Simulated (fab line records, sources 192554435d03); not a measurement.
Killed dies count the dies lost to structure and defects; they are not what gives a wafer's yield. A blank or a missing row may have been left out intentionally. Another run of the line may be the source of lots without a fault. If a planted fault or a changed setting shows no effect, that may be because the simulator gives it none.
fab line records	flow n5Finfet
record: lots: 10	wafers: 29	lastDay: 17
route steps=1938 shown MOL_CONTACT_COAG@562 BEOL_M4@1111 PASSIVATION@1936
lots that met no fault: from a run of the same line without faults
startH: hours from the record's opening day to when the first of the lot's shown wafers began	waitH: hours from the lot's prior step to this one	" as in the row above	L1.1+2: several wafers, shown together as one row	- no value, or no start was given	* or withheld: withheld	< > ~ a bound
route shown NAME@n: names a module that has steps shown in the file, with the first one's number in the route	usual: the fault-free wafers' mean and standard deviation	same: alike in all rows	chamber/n: place in a boat	sites: the reading at each site	_std_site: standard deviation of those values	_edge_site: outer sites' mean less inner sites'	radiusMm: how far each site lies from the wafer's centre	mask NAME#n: copy n	behind: tool/chamber where the wafer was last shaped	hold: what put the lot on hold/how long, in hours/how the hold closed	device: which transistor (n, p or np) failed to switch	end of line: the same wafers' tests at the end of the route	step lacking rows: just its recipe	killed: dies lost to structure and defects at the first sort, not the wafer's yield	map: the dies of a wafer, with x for killed, . for not killed, _ for no die there
set.NAME: the setting that was run; set.NAME@STEP: the one run at that earlier step	model.NAME: the simulator's own value behind a step, which no gauge read
the route's steps for a sample of lots (tables are steps, rows are wafers)
services: when a tool's chamber went out of use (startH, in hours from the record's first day, below 0 if earlier), for how many hours, and the reason
== steps ==
step: N5_MOL_CONTACT_COAG_ALD_123
recipe: material: SiNx	targetThkA: 50	tempC: 400	aldPrecursorFamily: SiH2I2	aldCoReactant: N2/H2-plasma	pulseTimeS: 1	purgeTimeS: 2	coReactantPurgeTimeS: 2	aldCycles: 100	pressureTorr: 2
usual: heaterPowerW: 803/62	precursorPulseHeightRel: 1.000/0.019
lot.wafer	tool	chamber	startH	waitH	heaterPowerW	precursorPulseHeightRel
L323.1	aldSin-03	2	122.30	0.0	860	1.011
L323.2	"	1	"	"	796	0.970
L323.3	"	3	"	"	843	0.994
L327.1	aldSin-03	1	143.74	0.0	816	1.003
L327.4	"	2	"	"	845	1.006
L327.5	"	2	"	"	845	1.000
L328.1	aldSin-03	3	152.63	0.0	840	1.012
L328.4	"	1	"	"	794	0.986
L328.5	"	2	"	"	838	1.006
L329.1	aldSin-03	1	162.41	0.0	814	1.004
L329.2	"	0	"	"	777	1.016
L329.5	"	0	"	"	753	1.027
L332.1	aldSin-02	3	175.76	1.0	760	0.993
L332.4	"	2	"	"	907	0.986
L332.6	"	3	"	"	754	1.022
L335.3	aldSin-01	3	192.31	0.9	702	0.996
L335.6	"	3	"	"	707	1.028
L336.1	aldSin-01	1	198.89	0.0	731	1.018
L336.3	"	0	"	"	841	0.997
L336.6	"	1	"	"	728	1.006
L337.2	aldSin-03	1	204.31	0.0	808	1.001
L337.4	"	3	"	"	824	1.003
L337.5	"	0	"	"	766	1.000
L339.1	aldSin-03	3	217.95	0.0	852	0.990
L339.4	"	1	"	"	814	0.970
L339.5	"	0	"	"	771	0.990
L342.1	aldSin-01	1	237.67	0.0	756	0.972
L342.2	"	2	"	"	847	1.009
L342.3	"	3	"	"	695	0.999
step: N5_MOL_CONTACT_COAG_ALD_131
recipe: material: SiO2	targetThkA: 50	tempC: 100	aldPrecursorFamily: BDEAS	aldCoReactant: O2-plasma	pulseTimeS: 1	coReactantPulseTimeS: 1	purgeTimeS: 2	coReactantPurgeTimeS: 2	aldCycles: 35	pressureTorr: 2
usual: heaterPowerW: 75/5.7	precursorPulseHeightRel: 1.000/0.022
lot.wafer	tool	chamber	startH	waitH	heaterPowerW	precursorPulseHeightRel
L323.1	aldSin-02	0	124.11	0.7	77	1.008
L323.2	"	1	"	"	83	1.001
L323.3	"	2	"	"	84	1.018
L327.1	aldSin-02	3	145.50	0.4	71	1.035
L327.4	"	0	"	"	78	0.981
L327.5	"	1	"	"	82	0.993
L328.1	aldSin-02	2	153.73	0.1	83	1.015
L328.4	"	1	"	"	81	1.014
L328.5	"	1	"	"	82	1.035
L329.1	aldSin-02	2	163.75	0.1	84	0.973
L329.2	"	1	"	"	83	1.004
L329.5	"	1	"	"	81	1.051
L332.1	aldSin-01	2	177.29	0.2	81	1.047
L332.4	"	1	"	"	68	1.001
L332.6	"	1	"	"	66	1.015
L335.3	aldSin-01	1	193.63	0.1	68	1.006
L335.6	"	2	"	"	80	0.986
L336.1	aldSin-02	2	200.04	0.1	78	1.001
L336.3	"	0	"	"	80	1.002
L336.6	"	0	"	"	79	1.008
L337.2	aldSin-03	3	205.49	0.1	79	0.964
L337.4	"	3	"	"	77	1.039
L337.5	"	0	"	"	70	0.963
L339.1	aldSin-01	2	219.05	0.1	79	1.002
L339.4	"	3	"	"	64	1.042
L339.5	"	2	"	"	80	1.025
L342.1	aldSin-02	0	238.92	0.1	81	1.027
L342.2	"	1	"	"	78	0.993
L342.3	"	2	"	"	80	1.024
step: N5_MOL_CONTACT_COAG_VIA_ETCH_46
recipe: chemistry: C4F6/O2	targetDepthA: 460	overetchA: 92	maskMaterial: SOC	target: SiO2	biasW: 455	pressureMtorr: 10	timeS: 40	sourceW: 325	Ar_flow_sccm: 300	C4F6_flow_sccm: 10	O2_flow_sccm: 10	ionEnergyEv: 575.3	ends: endPoint
usual: O2_flow_sccm: 10.004/0.029	drypumpMotorCurrentA: 5.6/0.38	mfcArSccm: 299.9/0.92	oesProductAu: 0.71/0.081	rfVppV: 1567/30	showerheadPlenumPTorr: 2.81/0.073	throttleValvePct: 40.5/0.39
lot.wafer	tool	chamber	startH	waitH	O2_flow_sccm	drypumpMotorCurrentA	mfcArSccm	oesProductAu	rfHoursCounterH	rfVppV	showerheadPlenumPTorr	throttleValvePct
L323.1	rieDiel-03	2	124.44	0.0	10.023	5.6	300.6	0.85	10	1611	2.88	40.0
L323.2	"	0	"	"	9.963	6.4	298.2	0.67	165	1536	2.84	40.8
L323.3	"	3	"	"	9.992	5.4	300.2	0.63	211	1563	2.79	40.3
L327.1	rieDiel-04	0	146.09	0.0	9.977	6.0	300.5	0.65	220	1595	2.79	39.9
L327.4	"	2	"	"	9.995	5.5	299.8	0.77	47	1585	2.76	40.2
L327.5	"	2	"	"	9.994	5.5	300.1	0.76	-	1585	2.76	40.2
L328.1	rieDiel-01	2	154.06	0.0	9.963	5.9	301.2	0.89	0	1548	2.83	41.0
L328.4	"	3	"	"	10.029	5.3	299.3	0.64	179	1572	2.96	40.9
L328.5	"	2	"	"	9.972	5.9	300.7	0.88	-	1549	2.83	40.9
L329.1	rieDiel-04	1	164.09	0.0	10.045	5.4	299.5	0.81	21	1582	2.76	40.3
L329.2	"	3	"	"	10.014	4.9	299.7	0.68	160	1540	2.73	40.6
L329.5	"	2	"	"	9.970	5.6	298.8	0.74	-	1586	2.76	40.2
L332.1	rieDiel-04	2	177.63	0.0	9.995	5.5	299.1	0.73	58	1585	2.76	40.2
L332.4	"	0	"	"	10.036	6.0	300.5	0.64	230	1595	2.78	39.9
L332.6	"	0	"	"	10.030	6.0	302.2	0.64	-	1594	2.78	39.9
L335.3	rieDiel-01	0	193.97	0.0	9.952	5.7	298.6	0.64	217	1599	2.68	40.1
L335.6	"	0	"	"	9.996	5.7	299.4	0.64	-	1598	2.68	40.1
L336.1	rieDiel-01	0	200.38	0.0	9.939	5.7	300.9	0.64	220	1598	2.68	40.1
L336.3	"	3	"	"	10.059	5.3	301.6	0.62	194	1573	2.96	40.9
L336.6	"	2	"	"	10.064	5.9	300.1	0.83	-	1548	2.83	41.0
L337.2	rieDiel-01	3	205.83	0.0	10.030	5.3	300.4	0.62	195	1572	2.96	40.9
L337.4	"	0	"	"	9.986	5.8	299.2	0.64	-	1597	2.68	40.1
L337.5	"	2	"	"	10.006	5.9	299.1	0.83	-	1546	2.82	40.9
L339.1	rieDiel-04	1	219.38	0.0	10.011	5.4	299.1	0.77	42	1580	2.75	40.4
L339.4	"	0	"	"	9.975	6.1	300.1	0.63	-	1596	2.78	39.9
L339.5	"	2	"	"	9.994	5.5	299.1	0.74	-	1583	2.75	40.2
L342.1	rieDiel-01	0	239.27	0.0	9.977	5.8	298.7	0.64	231	1599	2.68	40.1
L342.2	"	2	"	"	10.008	5.9	298.9	0.81	28	1548	2.82	41.0
L342.3	"	3	"	"	10.032	5.3	300.2	0.63	205	1573	2.95	40.9
step: N5_MOL_CONTACT_COAG_STRIP_119
recipe: chemistry: N2/H2	timeS: 30	powerW: 1000	tempC: 250	pressureMtorr: withheld	n2FlowSccm: 1750	h2FlowSccm: 3250
usual: drypumpMotorCurrentA: 5.9/0.53	h2FlowSccm: 3250/9.3	heaterPowerW: 370/24
lot.wafer	tool	chamber	startH	waitH	drypumpMotorCurrentA	h2FlowSccm	heaterPowerW	rfHoursCounterH
L323.1	plasmaAsher-01	1	124.63	0.1	6.1	3255	361	48
L323.2	"	0	"	"	6.4	3251	404	48
L323.3	"	0	"	"	6.5	3242	403	-
L327.1	plasmaAsher-01	0	146.28	0.1	-	-	-	-
L327.4	"	0	"	"	-	-	-	-
L327.5	"	1	"	"	-	-	-	-
L328.1	plasmaAsher-01	1	154.25	0.1	-	-	-	-
L328.4	"	0	"	"	-	-	-	-
L328.5	"	1	"	"	-	-	-	-
L329.1	plasmaAsher-02	0	164.27	0.1	-	-	-	-
L329.2	"	1	"	"	-	-	-	-
L329.5	"	1	"	"	-	-	-	-
L332.1	plasmaAsher-01	0	177.82	0.1	6.5	3252	401	58
L332.4	"	1	"	"	6.1	3241	379	-
L332.6	"	0	"	"	6.4	3254	400	-
L335.3	plasmaAsher-01	1	194.18	0.1	6.1	3244	371	-
L335.6	"	1	"	"	6.1	3242	376	-
L336.1	plasmaAsher-01	1	200.57	0.1	6.1	3257	375	63
L336.3	"	0	"	"	6.5	3251	395	-
L336.6	"	0	"	"	6.5	3254	397	-
L337.2	plasmaAsher-01	1	206.01	0.1	6.0	3253	372	64
L337.4	"	0	"	"	6.4	3254	408	-
L337.5	"	0	"	"	6.5	3255	391	-
L339.1	plasmaAsher-02	1	219.57	0.1	5.8	3239	333	118
L339.4	"	0	"	"	5.0	3250	361	-
L339.5	"	0	"	"	4.9	3242	372	-
L342.1	plasmaAsher-01	0	239.46	0.1	6.5	3257	403	70
L342.2	"	1	"	"	6.1	3263	369	70
L342.3	"	0	"	"	6.5	3257	402	-
step: N5_BEOL_M4_RC_MEAS_101
usual: DIBL_N: 36.2/2	DIBL_P: 36.1/2.4	IOFF_N: 0.16/0.035	IOFF_P: 0.22/0.041	ION_N: 675/14	ION_P: 465/8.6	SS_N: 71.5/0.64	SS_P: 73.2/0.76	VT_N: 250/3.9	VT_P: -249/3.4
lot.wafer	tool	chamber	startH	waitH	DIBL_N[mV/V]	DIBL_P[mV/V]	IOFF_N[nA/um]	IOFF_P[nA/um]	ION_N[uA/um]	ION_P[uA/um]	SS_N[mV/dec]	SS_P[mV/dec]	VT_N[mV]	VT_P[mV]
L323.1	prober-02	0	199.14	0.0	32.9	33.1	0.10	0.15	650	449	71.1	71.9	256	-252
L323.2	"	0	"	"	34.0	35.1	0.12	0.18	658	463	71.1	72.5	254	-250
L323.3	"	0	"	"	33.6	35.0	0.10	0.17	643	454	70.4	73.3	257	-252
L327.1	prober-01	0	213.22	0.0	35.8	36.1	0.17	0.22	674	459	72.0	72.8	245	-247
L327.4	"	0	"	"	39.0	40.3	0.22	0.29	679	463	72.3	73.5	248	-244
L327.5	"	0	"	"	36.4	37.6	0.18	0.25	686	467	70.7	74.2	248	-245
L328.1	prober-02	0	225.18	0.0	38.0	38.3	0.20	0.25	684	474	70.9	73.9	243	-247
L328.4	"	0	"	"	36.3	37.4	0.17	0.24	675	469	70.7	74.4	247	-249
L328.5	"	0	"	"	37.2	37.9	0.18	0.25	673	469	71.1	73.4	245	-247
L329.1	prober-02	0	226.98	0.0	36.6	35.6	0.15	0.20	679	463	71.3	73.9	250	-251
L329.2	"	0	"	"	39.9	38.2	0.20	0.24	688	464	72.2	74.2	248	-248
L329.5	"	0	"	"	39.2	39.2	0.21	0.23	693	468	72.0	74.3	246	-249
L332.1	prober-01	0	255.86	0.0	37.1	38.2	0.16	0.24	678	467	71.9	73.2	249	-248
L332.4	"	0	"	"	35.0	35.3	0.13	0.19	661	461	71.2	72.9	254	-249
L332.6	"	0	"	"	36.6	38.1	0.16	0.23	679	472	71.1	73.7	251	-248
L335.3	prober-01	0	264.55	0.3	36.6	37.2	0.16	0.23	677	472	71.4	72.4	249	-246
L335.6	"	0	"	"	33.0	31.7	0.10	0.16	653	453	71.0	71.6	255	-251
L337.2	prober-01	0	272.26	0.2	37.2	38.9	0.16	0.20	670	458	71.8	73.8	249	-255
L337.4	"	0	"	"	36.1	38.3	0.16	0.20	680	470	71.5	73.7	249	-251
L337.5	"	0	"	"	37.1	38.6	0.17	0.21	685	465	72.0	73.9	251	-250
L336.1	prober-02	0	272.29	0.0	34.9	33.2	0.13	0.18	677	466	70.9	72.7	251	-251
L336.3	"	0	"	"	38.7	37.5	0.19	0.24	674	463	72.2	74.4	248	-247
L336.6	"	0	"	"	40.8	40.7	0.24	0.28	703	472	72.0	74.0	243	-247
L339.1	prober-02	0	297.34	0.0	38.8	35.0	0.19	0.21	685	461	71.5	73.3	249	-251
L339.4	"	0	"	"	36.6	34.5	0.15	0.21	670	461	71.7	73.6	250	-249
L339.5	"	0	"	"	33.3	30.0	0.10	0.16	654	456	70.7	71.6	254	-252
L342.1	prober-01	0	314.81	0.0	36.4	36.3	0.15	0.18	654	446	71.6	73.3	257	-255
L342.2	"	0	"	"	36.0	36.5	0.14	0.18	671	454	71.5	73.3	254	-254
L342.3	"	0	"	"	33.9	33.8	0.12	0.16	669	458	70.8	71.7	254	-256
step: N5_PASSIVATION_PROBE_49
usual: defectLimitedYield: 91.1/1.4	killed_at_M0_to_M3: 36/9.9	killed_at_M4_up: 13/5.8	killedAtContacts: 14/5.9	killedAtFrontEnd: 39/11	killedAtOther: 3.4/2.9	killedDies: 105/17	killedOnRim: 15/3.9	killedOpen: 70/13	killedShort: 34/7.3	sort_bin_5_function: 5.3/1	sort_bin_6_memory: 3.3/0.62	sort_bin_8_speed: 0.01/0.057	sortNPass: 1075/17
same: grossDies: 1180	killedAtBackSide: 0	sort_bin_4_leakage[%]: 0
lot.wafer	tool	chamber	startH	waitH	defectLimitedYield[%]	killed_at_M0_to_M3	killed_at_M4_up	killedAtContacts	killedAtFrontEnd	killedAtOther	killedDies	killedOnRim	killedOpen	killedShort	sort_bin_5_function[%]	sort_bin_6_memory[%]	sort_bin_8_speed[%]	sortNPass
L327.1	prober-01	-	322.65	0.0	89.5	21	18	34	49	2	124	17	90	33	7.5	2.7	0	1056
L327.4	prober-01	-	322.80	0.2	91.9	21	11	23	37	4	96	14	69	27	4.9	2.8	0	1084
L327.5	prober-01	-	322.85	0.2	88.6	39	8	33	52	2	134	18	82	52	6.8	4.2	0	1046
L328.1	prober-01	-	323.79	0.0	91.2	44	9	16	28	7	104	12	65	38	5.8	3.0	0	1076
L328.4	prober-01	-	323.94	0.2	90.4	41	13	15	43	1	113	13	83	29	5.5	3.8	0	1067
L328.5	prober-01	-	323.99	0.2	93.6	32	4	12	24	4	76	17	56	20	4.0	2.2	0	1104
L329.1	prober-02	-	333.56	0.4	92.8	31	14	9	28	3	85	13	58	24	4.6	2.4	0	1095
L329.2	prober-02	-	333.61	0.4	91.9	28	17	26	22	3	96	8	63	33	4.8	3.1	0	1084
L329.5	prober-02	-	333.76	0.6	90.6	23	25	27	36	0	111	16	85	25	5.6	3.5	0	1069
L335.3	prober-01	-	379.18	0.1	88.9	56	16	16	42	1	131	17	92	38	6.9	3.6	0	1049
L335.6	prober-01	-	379.33	0.3	89.2	47	14	25	41	0	127	17	82	44	6.6	3.7	0	1053
L339.1	prober-01	-	411.01	0.0	90.9	30	32	10	29	6	107	15	77	27	5.9	2.7	0	1073
L339.4	prober-01	-	411.16	0.2	91.8	19	25	17	35	1	97	11	68	29	4.7	3.1	0	1083
L339.5	prober-01	-	411.21	0.2	91.4	29	20	15	36	1	101	17	70	30	5.7	2.5	0	1079
killed by level:class
L327.1 MOL_CONTACT_COAG:geometricParticle:open=28 STI_FIN_REVEAL:geometricParticle:open=12 FIN_SAQP:geometricParticle:open=9 MOL_CONTACT_COAG:geometricParticle:short=6 FIN_SAQP:geometricParticle:short=5 BEOL_M2:geometricParticle:open=5 BEOL_M3:geometricParticle:open=5 GATE_CUT:geometricParticle:open=4
L327.4 MOL_CONTACT_COAG:geometricParticle:open=18 STI_FIN_REVEAL:geometricParticle:open=12 BEOL_M0_SAQP:geometricParticle:short=6 BEOL_M2:geometricParticle:open=6 MOL_CONTACT_COAG:geometricParticle:short=5 FIN_SAQP:geometricParticle:short=4 FIN_SAQP:geometricParticle:open=4 BEOL_M0_SAQP:geometricParticle:open=4
L327.5 MOL_CONTACT_COAG:geometricParticle:open=22 STI_FIN_REVEAL:geometricParticle:open=16 BEOL_M0_SAQP:geometricParticle:short=13 MOL_CONTACT_COAG:geometricParticle:short=11 FIN_SAQP:geometricParticle:short=10 BEOL_M0_SAQP:geometricParticle:open=10 FIN_SAQP:geometricParticle:open=6 GATE_CUT:geometricParticle:short=5
L328.1 MOL_CONTACT_COAG:geometricParticle:open=12 BEOL_M0_SAQP:geometricParticle:open=8 BEOL_M0_SAQP:geometricParticle:short=7 BEOL_M1:geometricParticle:open=6 BEOL_M0:geometricParticle:open=6 BEOL_M2:geometricParticle:open=6 BEOL_M3:geometricParticle:open=5 STARTING-WAFER:geometricParticle:short=5
L328.4 MOL_CONTACT_COAG:geometricParticle:open=11 BEOL_M0_SAQP:geometricParticle:open=11 DUMMY_GATE:geometricParticle:open=8 BEOL_M2:geometricParticle:open=7 STI_FIN_REVEAL:geometricParticle:open=6 BEOL_M0_SAQP:geometricParticle:short=6 FIN_SAQP:geometricParticle:short=5 GATE_CUT:geometricParticle:open=5
L328.5 BEOL_M2:geometricParticle:open=18 MOL_CONTACT_COAG:geometricParticle:open=10 FIN_SAQP:geometricParticle:short=4 FIN_SAQP:geometricParticle:open=4 STI_FIN_REVEAL:geometricParticle:open=4 BEOL_M1:geometricParticle:open=4 ILD0:geometricParticle:open=3 ILD0:geometricParticle:short=3
L329.1 BEOL_M3:geometricParticle:open=12 BEOL_M4:geometricParticle:open=8 BEOL_M2:geometricParticle:open=8 STI_FIN_REVEAL:geometricParticle:open=7 MOL_CONTACT_COAG:geometricParticle:open=5 MOL_CONTACT_COAG:geometricParticle:short=4 BEOL_M0_SAQP:geometricParticle:open=4 GATE_CUT:geometricParticle:short=3
L329.2 MOL_CONTACT_COAG:geometricParticle:open=21 BEOL_M0_SAQP:geometricParticle:short=11 BEOL_M4:geometricParticle:open=11 BEOL_M0_SAQP:geometricParticle:open=8 MOL_CONTACT_COAG:geometricParticle:short=5 GATE_CUT:geometricParticle:short=4 FIN_SAQP:geometricParticle:short=3 GATE_CUT:geometricParticle:open=3
L329.5 MOL_CONTACT_COAG:geometricParticle:open=24 BEOL_M4:geometricParticle:open=12 BEOL_M2:geometricParticle:open=8 STI_FIN_REVEAL:geometricParticle:open=7 DUMMY_GATE:geometricParticle:open=7 FIN_SAQP:geometricParticle:short=5 BEOL_M1:geometricParticle:open=5 FIN_SAQP:geometricParticle:open=3
L335.3 BEOL_M2:geometricParticle:open=18 STI_FIN_REVEAL:geometricParticle:open=17 MOL_CONTACT_COAG:geometricParticle:open=15 BEOL_M0_SAQP:geometricParticle:open=13 BEOL_M0_SAQP:geometricParticle:short=12 BEOL_M1:geometricParticle:open=7 FIN_SAQP:geometricParticle:short=6 BEOL_M4:geometricParticle:open=5
L335.6 MOL_CONTACT_COAG:geometricParticle:open=21 BEOL_M0_SAQP:geometricParticle:short=15 STI_FIN_REVEAL:geometricParticle:open=14 BEOL_M0_SAQP:geometricParticle:open=12 BEOL_M2:geometricParticle:open=9 GATE_CUT:geometricParticle:short=7 FIN_SAQP:geometricParticle:short=4 BEOL_M5:geometricParticle:open=4
L339.1 BEOL_M4:geometricParticle:open=22 MOL_CONTACT_COAG:geometricParticle:open=10 BEOL_M2:geometricParticle:open=9 BEOL_M0_SAQP:geometricParticle:open=7 STI_FIN_REVEAL:geometricParticle:open=6 BEOL_M4:geometricParticle:short=6 DUMMY_GATE:geometricParticle:open=5 BEOL_M3:geometricParticle:open=5
L339.4 BEOL_M4:geometricParticle:open=18 MOL_CONTACT_COAG:geometricParticle:open=13 FIN_SAQP:geometricParticle:short=8 DUMMY_GATE:geometricParticle:open=7 STI_FIN_REVEAL:geometricParticle:open=5 BEOL_M2:geometricParticle:open=5 BEOL_M3:geometricParticle:open=5 MOL_CONTACT_COAG:geometricParticle:short=4
L339.5 MOL_CONTACT_COAG:geometricParticle:open=15 BEOL_M4:geometricParticle:open=14 STI_FIN_REVEAL:geometricParticle:open=11 BEOL_M3:geometricParticle:open=10 FIN_SAQP:geometricParticle:short=6 BEOL_M3:geometricParticle:short=6 DUMMY_GATE:geometricParticle:open=5 STARTING-WAFER:geometricParticle:short=5
== services ==
tool	chamber	startH	hours	kind
aldSin-03	0	100.24	-	clean
aldSin-03	1	100.24	-	clean
aldSin-03	2	100.24	-	clean
aldSin-03	3	100.24	-	clean
rieDiel-01	2	131.19	-	clean
rieDiel-01	2	131.19	-	consumableReplace:esc
rieDiel-01	0	134.94	7.9	repair
aldSin-02	-	178.02	14.0	pm
aldSin-02	0	178.02	14.0	ventCycle
aldSin-02	1	178.02	14.0	ventCycle
aldSin-02	2	178.02	14.0	ventCycle
aldSin-02	3	178.02	14.0	ventCycle
aldSin-01	3	182.61	7.9	repair
rieDiel-03	1	188.21	2.4	repair
aldSin-02	0	192.02	-	clean
aldSin-02	1	192.02	-	clean
aldSin-02	2	192.02	-	clean
aldSin-02	3	192.02	-	clean
aldSin-01	-	200.48	2.8	pm
rieDiel-01	1	202.82	3.8	repair
plasmaAsher-01	-	214.74	0.8	repair
rieDiel-04	3	218.89	32.8	repair
rieDiel-01	-	236.60	0.2	repair
plasmaAsher-02	-	238.39	26.3	pm
== key ==
firstSign: step: N5_MOL_CONTACT_COAG_STRIP_119	reading: toolRecord	direction: missing
effect: step: N5_PASSIVATION_PROBE_49	reading: killedAtContacts	direction: up	sigmas: 1.3	usual: 14	struck: 22	wafersMoved: 2
metAt N5_MOL_CONTACT_COAG_STRIP_119
struckLots L327,L328,L329
notActingAt N5_MOL_CONTACT_COAG_ALD_123,N5_MOL_CONTACT_COAG_ALD_131,N5_MOL_CONTACT_COAG_VIA_ETCH_46
onsetBetween 124.63 146.28
fault: kind: skippedStepWhole	tool: plasmaAsher-01,plasmaAsher-02	chamber: -	onsetH: 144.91	steps: N5_MOL_CONTACT_COAG_STRIP_119	scope: struckLotsOnly
